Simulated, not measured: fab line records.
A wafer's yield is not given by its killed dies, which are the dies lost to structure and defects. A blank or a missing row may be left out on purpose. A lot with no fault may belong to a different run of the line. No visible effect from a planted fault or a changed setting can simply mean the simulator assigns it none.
fab line records ; flow nand-harc ; part 1 of 2: steps 1 to 20 of 36
record lots=5; wafers=15; last-day=34
route steps=1302 shown A_CONTACT@1005
lots with no fault: from the same line, run without faults
start-h: hours from the record's opening day to when the first of the lot's shown wafers began ; wait-h: hours since the lot's step before ; " as in the row above ; L1.1+2: several wafers, shown together as one row ; - value missing, or start not given ; * or withheld: withheld ; < > ~ a bound
route shown NAME@n: NAME is a module with steps in the file, n the number in the route of the first one ; usual: average and standard deviation across the fault-free wafers ; same: alike in all rows ; chamber/n: place in a boat ; sites: readings site by site ; _std_site: the standard deviation of these ; _edge_site: mean of outer sites minus mean of inner sites ; radius-mm: how far each site lies from the wafer's centre ; mask NAME#n: copy n ; behind: the most recent tool/chamber to have shaped the wafer ; hold: reason for holding the lot/hours on hold/outcome of the hold ; device: the transistor (n, p or np) that didn't switch ; end of line: the route-end tests of the same wafers ; for a step that has no rows: nothing shown but its recipe ; killed: dies lost to structure and defects at the first sort, not the wafer's yield ; map: a wafer's dies, x killed, . not, _ none there
set.NAME: the setting that was run; set.NAME@STEP: the one run at that earlier step ; model.NAME: the simulator's own value behind a step, which no gauge read
a table for each step, a row for each wafer; lots at some steps of the route
services: when a tool's chamber went out of use (start-h, in hours from the record's first day, below 0 if earlier), for how many hours, and the reason
## steps
# step NHARC_A_CONTACT_ETCH_111
# recipe source-w=withheld; pressure-mtorr=20; bias-v=withheld; time-s=140; target-depth-a=7000; ar-flow-sccm=withheld; c4f8-flow-sccm=withheld; o2-flow-sccm=withheld; chemistry=C4F8/O2/Ar
lot.wafer;tool;chamber;start-h;wait-h;rf-hours-counter-h
L075.4;har-cap-etch-03;1;505.47;-;-
L075.3;har-cap-etch-03;0;505.47;-;-
L075.6;har-cap-etch-03;0;505.47;-;-
L084.2;har-cap-etch-01;0;587.78;-;13
L084.4;har-cap-etch-01;1;587.78;-;-
L084.5;har-cap-etch-01;1;587.78;-;-
L086.1;har-cap-etch-01;0;610.96;-;18
L086.2;har-cap-etch-01;1;610.96;-;18
L086.3;har-cap-etch-01;1;610.96;-;-
L094.1;har-cap-etch-02;0;694.60;-;123
L094.6;har-cap-etch-02;0;694.60;-;-
L094.5;har-cap-etch-02;1;694.60;-;-
L097.2;har-cap-etch-01;1;729.91;-;40
L097.1;har-cap-etch-01;0;729.91;-;40
L097.6;har-cap-etch-01;1;729.91;-;-
# step NHARC_A_CONTACT_ETCH_112
# recipe source-w=withheld; pressure-mtorr=20; bias-v=3000; time-s=190; target-depth-a=18500; ar-flow-sccm=withheld; c4f8-flow-sccm=withheld; o2-flow-sccm=withheld; chemistry=C4F8/O2/Ar
lot.wafer;tool;chamber;start-h;wait-h;rf-hours-counter-h
L075.4;har-cap-etch-03;1;505.66;0.2;-
L075.3;har-cap-etch-03;0;505.66;0.2;-
L075.6;har-cap-etch-03;0;505.66;0.2;-
L084.2;har-cap-etch-01;0;587.97;0.2;13
L084.4;har-cap-etch-01;1;587.97;0.2;-
L084.5;har-cap-etch-01;1;587.97;0.2;-
L086.1;har-cap-etch-01;0;611.15;0.2;18
L086.2;har-cap-etch-01;1;611.15;0.2;18
L086.3;har-cap-etch-01;1;611.15;0.2;-
L094.1;har-cap-etch-02;0;694.80;0.2;123
L094.6;har-cap-etch-02;0;694.80;0.2;-
L094.5;har-cap-etch-02;1;694.80;0.2;-
L097.2;har-cap-etch-01;1;730.11;0.2;40
L097.1;har-cap-etch-01;0;730.11;0.2;40
L097.6;har-cap-etch-01;1;730.11;0.2;-
# step NHARC_A_CONTACT_ETCH_113
# recipe source-w=withheld; pressure-mtorr=20; bias-v=3000; time-s=190; target-depth-a=18500; ar-flow-sccm=withheld; c4f8-flow-sccm=withheld; o2-flow-sccm=withheld; chemistry=C4F8/O2/Ar
lot.wafer;tool;chamber;start-h;wait-h;rf-hours-counter-h
L075.4;har-cap-etch-03;1;505.83;0.1;-
L075.3;har-cap-etch-03;0;505.83;0.1;-
L075.6;har-cap-etch-03;0;505.83;0.1;-
L084.2;har-cap-etch-01;0;588.14;0.1;13
L084.4;har-cap-etch-01;1;588.14;0.1;-
L084.5;har-cap-etch-01;1;588.14;0.1;-
L086.1;har-cap-etch-01;0;611.33;0.1;18
L086.2;har-cap-etch-01;1;611.33;0.1;18
L086.3;har-cap-etch-01;1;611.33;0.1;-
L094.1;har-cap-etch-02;0;694.97;0.1;123
L094.6;har-cap-etch-02;0;694.97;0.1;-
L094.5;har-cap-etch-02;1;694.97;0.1;-
L097.2;har-cap-etch-01;1;730.28;0.1;40
L097.1;har-cap-etch-01;0;730.28;0.1;40
L097.6;har-cap-etch-01;1;730.28;0.1;-
# step NHARC_A_CONTACT_ETCH_114
# recipe source-w=withheld; pressure-mtorr=20; bias-v=3000; time-s=190; target-depth-a=18500; ar-flow-sccm=withheld; c4f8-flow-sccm=withheld; o2-flow-sccm=withheld; chemistry=C4F8/O2/Ar
lot.wafer;tool;chamber;start-h;wait-h;rf-hours-counter-h
L075.4;har-cap-etch-03;1;506.00;0.1;-
L075.3;har-cap-etch-03;0;506.00;0.1;-
L075.6;har-cap-etch-03;0;506.00;0.1;-
L084.2;har-cap-etch-01;0;588.31;0.1;14
L084.4;har-cap-etch-01;1;588.31;0.1;-
L084.5;har-cap-etch-01;1;588.31;0.1;-
L086.1;har-cap-etch-01;0;611.50;0.1;19
L086.2;har-cap-etch-01;1;611.50;0.1;19
L086.3;har-cap-etch-01;1;611.50;0.1;-
L094.1;har-cap-etch-02;0;695.14;0.1;123
L094.6;har-cap-etch-02;0;695.14;0.1;-
L094.5;har-cap-etch-02;1;695.14;0.1;-
L097.2;har-cap-etch-01;1;730.45;0.1;40
L097.1;har-cap-etch-01;0;730.45;0.1;40
L097.6;har-cap-etch-01;1;730.45;0.1;-
# step NHARC_A_CONTACT_ETCH_115
# recipe source-w=withheld; pressure-mtorr=20; bias-v=3000; time-s=190; target-depth-a=18500; ar-flow-sccm=withheld; c4f8-flow-sccm=withheld; o2-flow-sccm=withheld; chemistry=C4F8/O2/Ar
lot.wafer;tool;chamber;start-h;wait-h;rf-hours-counter-h
L075.4;har-cap-etch-03;1;506.17;0.1;-
L075.3;har-cap-etch-03;0;506.17;0.1;-
L075.6;har-cap-etch-03;0;506.17;0.1;-
L084.2;har-cap-etch-01;0;588.49;0.1;14
L084.4;har-cap-etch-01;1;588.49;0.1;-
L084.5;har-cap-etch-01;1;588.49;0.1;-
L086.1;har-cap-etch-01;0;611.67;0.1;19
L086.2;har-cap-etch-01;1;611.67;0.1;19
L086.3;har-cap-etch-01;1;611.67;0.1;-
L094.1;har-cap-etch-02;0;695.31;0.1;123
L094.6;har-cap-etch-02;0;695.31;0.1;-
L094.5;har-cap-etch-02;1;695.31;0.1;-
L097.2;har-cap-etch-01;1;730.63;0.1;40
L097.1;har-cap-etch-01;0;730.63;0.1;40
L097.6;har-cap-etch-01;1;730.63;0.1;-
# step NHARC_A_CONTACT_ETCH_116
# recipe source-w=withheld; pressure-mtorr=20; bias-v=3000; time-s=190; target-depth-a=18500; ar-flow-sccm=withheld; c4f8-flow-sccm=withheld; o2-flow-sccm=withheld; chemistry=C4F8/O2/Ar
lot.wafer;tool;chamber;start-h;wait-h;rf-hours-counter-h
L075.4;har-cap-etch-03;1;506.34;0.1;-
L075.3;har-cap-etch-03;0;506.34;0.1;-
L075.6;har-cap-etch-03;0;506.34;0.1;-
L084.2;har-cap-etch-01;0;588.66;0.1;14
L084.4;har-cap-etch-01;1;588.66;0.1;-
L084.5;har-cap-etch-01;1;588.66;0.1;-
L086.1;har-cap-etch-01;0;611.84;0.1;19
L086.2;har-cap-etch-01;1;611.84;0.1;19
L086.3;har-cap-etch-01;1;611.84;0.1;-
L094.1;har-cap-etch-02;0;695.49;0.1;124
L094.6;har-cap-etch-02;0;695.49;0.1;-
L094.5;har-cap-etch-02;1;695.49;0.1;-
L097.2;har-cap-etch-01;1;730.79;0.1;41
L097.1;har-cap-etch-01;0;730.79;0.1;41
L097.6;har-cap-etch-01;1;730.79;0.1;-
# step NHARC_A_CONTACT_ETCH_117
# recipe source-w=withheld; pressure-mtorr=20; bias-v=3000; time-s=190; target-depth-a=18500; ar-flow-sccm=withheld; c4f8-flow-sccm=withheld; o2-flow-sccm=withheld; chemistry=C4F8/O2/Ar
lot.wafer;tool;chamber;start-h;wait-h;rf-hours-counter-h
L075.4;har-cap-etch-03;1;506.52;0.1;-
L075.3;har-cap-etch-03;0;506.52;0.1;-
L075.6;har-cap-etch-03;0;506.52;0.1;-
L084.2;har-cap-etch-01;0;588.83;0.1;14
L084.4;har-cap-etch-01;1;588.83;0.1;-
L084.5;har-cap-etch-01;1;588.83;0.1;-
L086.1;har-cap-etch-01;0;612.01;0.1;19
L086.2;har-cap-etch-01;1;612.01;0.1;19
L086.3;har-cap-etch-01;1;612.01;0.1;-
L094.1;har-cap-etch-02;0;695.66;0.1;124
L094.6;har-cap-etch-02;0;695.66;0.1;-
L094.5;har-cap-etch-02;1;695.66;0.1;-
L097.2;har-cap-etch-01;1;730.96;0.1;41
L097.1;har-cap-etch-01;0;730.96;0.1;41
L097.6;har-cap-etch-01;1;730.96;0.1;-
# step NHARC_A_CONTACT_ETCH_118
# recipe source-w=withheld; pressure-mtorr=20; bias-v=3000; time-s=190; target-depth-a=18500; ar-flow-sccm=withheld; c4f8-flow-sccm=withheld; o2-flow-sccm=withheld; chemistry=C4F8/O2/Ar
lot.wafer;tool;chamber;start-h;wait-h;rf-hours-counter-h
L075.4;har-cap-etch-03;1;506.69;0.1;-
L075.3;har-cap-etch-03;0;506.69;0.1;-
L075.6;har-cap-etch-03;0;506.69;0.1;-
L084.2;har-cap-etch-01;0;589.00;0.1;14
L084.4;har-cap-etch-01;1;589.00;0.1;-
L084.5;har-cap-etch-01;1;589.00;0.1;-
L086.1;har-cap-etch-01;0;612.18;0.1;19
L086.2;har-cap-etch-01;1;612.18;0.1;19
L086.3;har-cap-etch-01;1;612.18;0.1;-
L094.1;har-cap-etch-02;0;695.83;0.1;124
L094.6;har-cap-etch-02;0;695.83;0.1;-
L094.5;har-cap-etch-02;1;695.83;0.1;-
L097.2;har-cap-etch-01;1;731.14;0.1;41
L097.1;har-cap-etch-01;0;731.14;0.1;41
L097.6;har-cap-etch-01;1;731.14;0.1;-
# step NHARC_A_CONTACT_ETCH_119
# recipe source-w=withheld; pressure-mtorr=20; bias-v=3000; time-s=190; target-depth-a=18500; ar-flow-sccm=withheld; c4f8-flow-sccm=withheld; o2-flow-sccm=withheld; chemistry=C4F8/O2/Ar
lot.wafer;tool;chamber;start-h;wait-h;rf-hours-counter-h
L075.4;har-cap-etch-03;1;506.86;0.1;-
L075.3;har-cap-etch-03;0;506.86;0.1;-
L075.6;har-cap-etch-03;0;506.86;0.1;-
L084.2;har-cap-etch-01;0;589.17;0.1;14
L084.4;har-cap-etch-01;1;589.17;0.1;-
L084.5;har-cap-etch-01;1;589.17;0.1;-
L086.1;har-cap-etch-01;0;612.35;0.1;19
L086.2;har-cap-etch-01;1;612.35;0.1;19
L086.3;har-cap-etch-01;1;612.35;0.1;-
L094.1;har-cap-etch-02;0;696.00;0.1;124
L094.6;har-cap-etch-02;0;696.00;0.1;-
L094.5;har-cap-etch-02;1;696.00;0.1;-
L097.2;har-cap-etch-01;1;731.31;0.1;41
L097.1;har-cap-etch-01;0;731.31;0.1;41
L097.6;har-cap-etch-01;1;731.31;0.1;-
# step NHARC_A_CONTACT_ETCH_120
# recipe source-w=withheld; pressure-mtorr=20; bias-v=3000; time-s=190; target-depth-a=18500; ar-flow-sccm=withheld; c4f8-flow-sccm=withheld; o2-flow-sccm=withheld; chemistry=C4F8/O2/Ar
lot.wafer;tool;chamber;start-h;wait-h;rf-hours-counter-h
L075.4;har-cap-etch-03;1;507.03;0.1;-
L075.3;har-cap-etch-03;0;507.03;0.1;-
L075.6;har-cap-etch-03;0;507.03;0.1;-
L084.2;har-cap-etch-01;0;589.34;0.1;14
L084.4;har-cap-etch-01;1;589.34;0.1;-
L084.5;har-cap-etch-01;1;589.34;0.1;-
L086.1;har-cap-etch-01;0;612.52;0.1;19
L086.2;har-cap-etch-01;1;612.52;0.1;19
L086.3;har-cap-etch-01;1;612.52;0.1;-
L094.1;har-cap-etch-02;0;696.17;0.1;124
L094.6;har-cap-etch-02;0;696.17;0.1;-
L094.5;har-cap-etch-02;1;696.17;0.1;-
L097.2;har-cap-etch-01;1;731.47;0.1;41
L097.1;har-cap-etch-01;0;731.47;0.1;41
L097.6;har-cap-etch-01;1;731.47;0.1;-
# step NHARC_A_CONTACT_ETCH_121
# recipe source-w=withheld; pressure-mtorr=20; bias-v=3000; time-s=190; target-depth-a=18500; ar-flow-sccm=withheld; c4f8-flow-sccm=withheld; o2-flow-sccm=withheld; chemistry=C4F8/O2/Ar
lot.wafer;tool;chamber;start-h;wait-h;rf-hours-counter-h
L075.4;har-cap-etch-03;1;507.20;0.1;-
L075.3;har-cap-etch-03;0;507.20;0.1;-
L075.6;har-cap-etch-03;0;507.20;0.1;-
L084.2;har-cap-etch-01;0;589.51;0.1;15
L084.4;har-cap-etch-01;1;589.51;0.1;-
L084.5;har-cap-etch-01;1;589.51;0.1;-
L086.1;har-cap-etch-01;0;612.69;0.1;20
L086.2;har-cap-etch-01;1;612.69;0.1;20
L086.3;har-cap-etch-01;1;612.69;0.1;-
L094.1;har-cap-etch-02;0;696.34;0.1;124
L094.6;har-cap-etch-02;0;696.34;0.1;-
L094.5;har-cap-etch-02;1;696.34;0.1;-
L097.2;har-cap-etch-01;1;731.64;0.1;41
L097.1;har-cap-etch-01;0;731.64;0.1;41
L097.6;har-cap-etch-01;1;731.64;0.1;-
# step NHARC_A_CONTACT_ETCH_122
# recipe source-w=withheld; pressure-mtorr=20; bias-v=3000; time-s=190; target-depth-a=18500; ar-flow-sccm=withheld; c4f8-flow-sccm=withheld; o2-flow-sccm=withheld; chemistry=C4F8/O2/Ar
lot.wafer;tool;chamber;start-h;wait-h;rf-hours-counter-h
L075.4;har-cap-etch-03;1;507.37;0.1;-
L075.3;har-cap-etch-03;0;507.37;0.1;-
L075.6;har-cap-etch-03;0;507.37;0.1;-
L084.2;har-cap-etch-01;0;589.68;0.1;15
L084.4;har-cap-etch-01;1;589.68;0.1;-
L084.5;har-cap-etch-01;1;589.68;0.1;-
L086.1;har-cap-etch-01;0;612.86;0.1;20
L086.2;har-cap-etch-01;1;612.86;0.1;20
L086.3;har-cap-etch-01;1;612.86;0.1;-
L094.1;har-cap-etch-02;0;696.51;0.1;124
L094.6;har-cap-etch-02;0;696.51;0.1;-
L094.5;har-cap-etch-02;1;696.51;0.1;-
L097.2;har-cap-etch-01;1;731.81;0.1;41
L097.1;har-cap-etch-01;0;731.81;0.1;41
L097.6;har-cap-etch-01;1;731.81;0.1;-
# step NHARC_A_CONTACT_ETCH_123
# recipe source-w=withheld; pressure-mtorr=20; bias-v=400; time-s=490; target-depth-a=21100; ar-flow-sccm=withheld; c4f8-flow-sccm=11.5; o2-flow-sccm=7.2; chemistry=C4F8/O2/Ar
lot.wafer;tool;chamber;start-h;wait-h;rf-hours-counter-h
L075.4;har-cap-etch-03;1;507.66;0.3;-
L075.3;har-cap-etch-03;0;507.66;0.3;-
L075.6;har-cap-etch-03;0;507.66;0.3;-
L084.2;har-cap-etch-01;0;589.90;0.2;15
L084.4;har-cap-etch-01;1;589.90;0.2;-
L084.5;har-cap-etch-01;1;589.90;0.2;-
L086.1;har-cap-etch-01;0;613.03;0.1;20
L086.2;har-cap-etch-01;1;613.03;0.1;20
L086.3;har-cap-etch-01;1;613.03;0.1;-
L094.1;har-cap-etch-02;0;696.68;0.1;125
L094.6;har-cap-etch-02;0;696.68;0.1;-
L094.5;har-cap-etch-02;1;696.68;0.1;-
L097.2;har-cap-etch-01;1;731.99;0.1;42
L097.1;har-cap-etch-01;0;731.99;0.1;42
L097.6;har-cap-etch-01;1;731.99;0.1;-
# step NHARC_A_CONTACT_ETCH_90
# recipe target-depth-a=400; over-etch-frac=0.5; time-s=85.7; ion-energy-ev=120; ch3f-flow-sccm=50; o2-flow-sccm=30; ar-flow-sccm=200; rf-w=500; bias-w=100; chemistry=CH3F/O2
# usual drypump-motor-current-A=5.9/0.43; mfc-ar-sccm=199.9/0.58; oes-product-au=0.96/0.035; rf-fwd-power-W=496.3/1.7; rf-vpp-V=244.2/1.8; showerhead-plenum-p-Torr=2.46/0.12; throttle-valve-pct=20.663/0.009
# same over-etch-frac=0.5
lot.wafer;tool;chamber;start-h;wait-h;drypump-motor-current-A;mfc-ar-sccm;oes-product-au;rf-fwd-power-W;rf-hours-counter-h;rf-vpp-V;showerhead-plenum-p-Torr;throttle-valve-pct
L075.3;rie-diel-05;0;508.46;0.6;6.0;198.6;1.00;496.6;19;242.5;2.29;20.672
L075.4;rie-diel-05;2;508.46;0.6;5.9;200.6;1.00;496.9;19;243.0;2.40;20.674
L075.6;rie-diel-05;1;508.46;0.6;6.2;199.5;0.99;496.0;-;245.8;2.57;20.654
L084.4;rie-diel-02;2;590.79;0.7;6.6;198.7;0.92;495.3;7;243.0;2.39;20.653
L084.2;rie-diel-02;3;590.79;0.7;5.9;198.5;0.92;495.1;7;243.0;2.36;20.660
L084.5;rie-diel-02;3;590.79;0.7;5.9;198.9;0.92;496.3;-;244.5;2.36;20.670
L086.3;rie-diel-05;1;614.03;0.6;6.2;200.8;0.99;498.6;5;246.2;2.56;20.668
L086.1;rie-diel-05;2;614.03;0.6;5.8;200.4;0.99;494.5;3;243.0;2.39;20.675
L086.2;rie-diel-05;3;614.03;0.6;5.7;199.6;1.00;495.6;5;244.2;2.50;20.660
L094.1;rie-diel-05;3;697.68;0.9;5.7;200.4;0.98;496.6;18;243.8;2.49;20.653
L094.5;rie-diel-05;1;697.68;0.9;6.2;200.6;0.98;495.1;-;246.7;2.56;20.665
L094.6;rie-diel-05;2;697.68;0.9;5.8;199.5;1.00;495.1;-;243.4;2.39;20.660
L097.2;rie-diel-05;3;732.96;0.9;5.7;199.7;0.98;496.5;22;245.7;2.49;20.656
L097.1;rie-diel-05;1;732.96;0.9;6.2;200.0;0.91;495.2;28;245.3;2.55;20.662
L097.6;rie-diel-05;3;732.96;0.9;5.8;200.1;0.98;496.9;-;244.3;2.49;20.664
# step NHARC_A_CONTACT_ETCH_96
# recipe target-depth-a=200; over-etch-frac=0.5; time-s=10; ion-energy-ev=250; c4f6-flow-sccm=25; o2-flow-sccm=20; ar-flow-sccm=500; rf-w=600; bias-w=500; chemistry=C4F6/O2
# usual drypump-motor-current-A=5.9/0.43; mfc-ar-sccm=500.0/1.5; oes-product-au=0.969/0.028; rf-fwd-power-W=586.5/2.4; rf-vpp-V=547/3.7; showerhead-plenum-p-Torr=3.93/0.18; throttle-valve-pct=26.903/0.0087
# same over-etch-frac=0.5
lot.wafer;tool;chamber;start-h;wait-h;drypump-motor-current-A;mfc-ar-sccm;oes-product-au;rf-fwd-power-W;rf-hours-counter-h;rf-vpp-V;showerhead-plenum-p-Torr;throttle-valve-pct
L075.4;rie-diel-05;2;-;-;5.9;501.5;1.001;587.6;19;546;3.83;26.901
L075.3;rie-diel-05;0;-;-;6.1;501.1;1.013;588.5;19;542;3.66;26.909
L075.6;rie-diel-05;1;-;-;6.2;499.3;1.001;585.5;-;551;4.09;26.880
L084.2;rie-diel-02;0;-;-;5.8;499.1;0.956;588.2;4;551;4.15;26.893
L084.4;rie-diel-02;1;-;-;5.0;498.5;0.931;594.3;4;552;4.19;26.913
L084.5;rie-diel-02;3;-;-;5.9;500.1;0.939;588.4;-;544;3.77;26.916
L086.2;rie-diel-05;0;-;-;6.0;502.3;1.004;588.1;5;540;3.65;26.894
L086.1;rie-diel-05;1;-;-;6.2;498.7;0.979;586.7;5;551;4.08;26.890
L086.3;rie-diel-05;2;-;-;5.9;502.4;0.993;586.0;3;545;3.82;26.901
L094.1;rie-diel-05;1;-;-;6.2;500.0;0.990;583.4;20;550;4.07;26.905
L094.5;rie-diel-05;2;-;-;5.9;501.0;0.994;584.4;-;544;3.81;26.905
L094.6;rie-diel-05;3;-;-;5.8;499.6;0.989;584.1;-;548;3.98;26.904
L097.2;rie-diel-05;2;733.13;0.1;5.9;499.1;0.948;584.9;25;545;3.81;26.903
L097.1;rie-diel-05;3;733.13;0.1;5.8;499.8;0.985;582.8;22;546;3.97;26.906
L097.6;rie-diel-05;3;733.13;0.1;5.8;499.9;0.985;583.1;-;547;3.97;26.911
# step NHARC_A_CONTACT_CD_MEAS_53
# usual cd-nm=289.4/0.87
lot.wafer;tool;chamber;start-h;wait-h;cd-nm
L075.3;cd-sem-01;-;508.68;-;290.7
L075.4;cd-sem-01;-;508.68;-;290.0
L075.6;cd-sem-01;-;508.68;-;289.7
L084.2;cd-sem-02;-;591.01;-;290.9
L084.4;cd-sem-02;-;591.01;-;290.7
L084.5;cd-sem-02;-;591.01;-;290.2
L086.1;cd-sem-01;-;614.23;-;290.4
L086.2;cd-sem-01;-;614.23;-;290.8
L086.3;cd-sem-01;-;614.23;-;289.9
L094.1;cd-sem-03;-;697.87;-;290.6
L094.5;cd-sem-03;-;697.87;-;290.0
L094.6;cd-sem-03;-;697.87;-;289.8
L097.1;cd-sem-02;-;733.21;-;289.3
L097.2;cd-sem-02;-;733.21;-;289.2
L097.6;cd-sem-02;-;733.21;-;289.7
# step NHARC_A_CONTACT_STRIP_99
# recipe n2-flow-sccm=150; h2-flow-sccm=150; ar-flow-sccm=0; bias-w=0; chemistry=N2/H2
lot.wafer;tool;chamber;start-h;wait-h
L075.4+3+6;rie-diel-02;0,2,0;508.80;0.1
L084.4+2+5;rie-diel-02;0,2,0;591.11;0.1
L086.1+3+2;rie-diel-05;0,1,2;614.32;0.1
L094.1+5+6;rie-diel-05;3,0,1;697.98;0.1
L097.1+2+6;rie-diel-05;2,3,3;733.30;0.1
# step NHARC_A_CONTACT_STRIP_100
# recipe cf4-flow-sccm=100; chf3-flow-sccm=30; ar-flow-sccm=0; bias-w=0; chemistry=CF4/CHF3
lot.wafer;tool;chamber;start-h;wait-h
L075.4+3+6;rie-diel-02;2,3,1;508.94;0.1
L084.2+4+5;rie-diel-02;0,1,0;591.19;0.1
L086.2+1+3;rie-diel-05;0,1,2;614.40;0.1
L094.1+6+5;rie-diel-05;3,2,3;698.05;0.1
L097.2+1+6;rie-diel-05;2,3,3;733.40;0.1
# step NHARC_A_CONTACT_STRIP_101
# recipe o2-flow-sccm=400; cos-flow-sccm=20; ar-flow-sccm=0; bias-w=0; chemistry=O2/COS
lot.wafer;tool;chamber;start-h;wait-h
L075.4+3+6;rie-diel-02;3,0,3;509.07;0.1
L084.4+2+5;rie-diel-02;1,3,1;591.45;0.3
L086.2+3+1;rie-diel-05;3,0,1;614.47;0.1
L094.1+5+6;rie-diel-05;2,0,1;698.11;0.1
L097.2+1+6;rie-diel-05;2,3,3;733.47;0.1
# step NHARC_A_CONTACT_ETCH_102
# recipe target-depth-a=1000; overetch-a=100; time-s=55; ion-energy-ev=100; cf4-flow-sccm=80; o2-flow-sccm=20; ar-flow-sccm=0; rf-w=300; bias-w=100; chemistry=CF4/O2
# usual drypump-motor-current-A=5.9/0.42; mfc-ar-sccm=0.0006/0.00099; oes_f_703_au=1.000/0.004; oes-product-au=0.996/0.012; rf-fwd-power-W=296.9/1.2; rf-vpp-V=197.8/1.8; showerhead-plenum-p-Torr=1.34/0.066; throttle-valve-pct=13.399/0.0091
lot.wafer;tool;chamber;start-h;wait-h;drypump-motor-current-A;mfc-ar-sccm;oes_f_703_au;oes-product-au;rf-fwd-power-W;rf-hours-counter-h;rf-vpp-V;showerhead-plenum-p-Torr;throttle-valve-pct
L075.4;rie-diel-02;2;509.12;0.1;6.6;0;1.004;1.014;298.0;38;196.5;1.30;13.404
L075.3;rie-diel-02;3;509.12;0.1;5.9;0;1.006;1.004;297.8;30;196.6;1.29;13.398
L075.6;rie-diel-02;2;509.12;0.1;6.6;0;0.999;1.008;297.3;-;196.7;1.30;13.413
L084.2;rie-diel-02;3;591.64;0.2;5.9;0;1.003;0.999;296.6;7;197.5;1.28;13.413
L084.4;rie-diel-02;0;591.64;0.2;5.8;0.0037;1.001;0.998;297.0;4;200.5;1.42;13.379
L084.5;rie-diel-02;3;591.64;0.2;6.0;0;0.997;0.996;296.3;-;196.4;1.28;13.404
L086.1;rie-diel-05;3;614.53;0.1;5.7;0.0010;1.001;0.976;298.6;5;199.0;1.36;13.393
L086.3;rie-diel-05;1;614.53;0.1;6.2;0.0006;1.004;0.974;296.8;5;198.9;1.39;13.396
L086.2;rie-diel-05;2;614.53;0.1;5.9;0;0.999;0.985;297.1;3;196.6;1.30;13.405
L094.1;rie-diel-05;2;698.18;0.1;5.8;0;1.005;1.000;299.4;18;197.7;1.29;13.397
L094.5;rie-diel-05;3;698.18;0.1;5.7;0.0010;1.001;0.989;296.2;-;197.2;1.35;13.389
L094.6;rie-diel-05;0;698.18;0.1;6.0;0;1.001;0.989;297.2;-;196.3;1.23;13.399
L097.2;rie-diel-05;3;733.54;0.1;5.7;0.0010;1.006;0.976;296.5;22;198.1;1.35;13.405
L097.1;rie-diel-05;1;733.54;0.1;6.2;0.0006;1.001;0.974;296.7;28;201.2;1.39;13.391
L097.6;rie-diel-05;3;733.54;0.1;5.7;0.0010;1.004;0.979;296.4;-;198.7;1.35;13.409
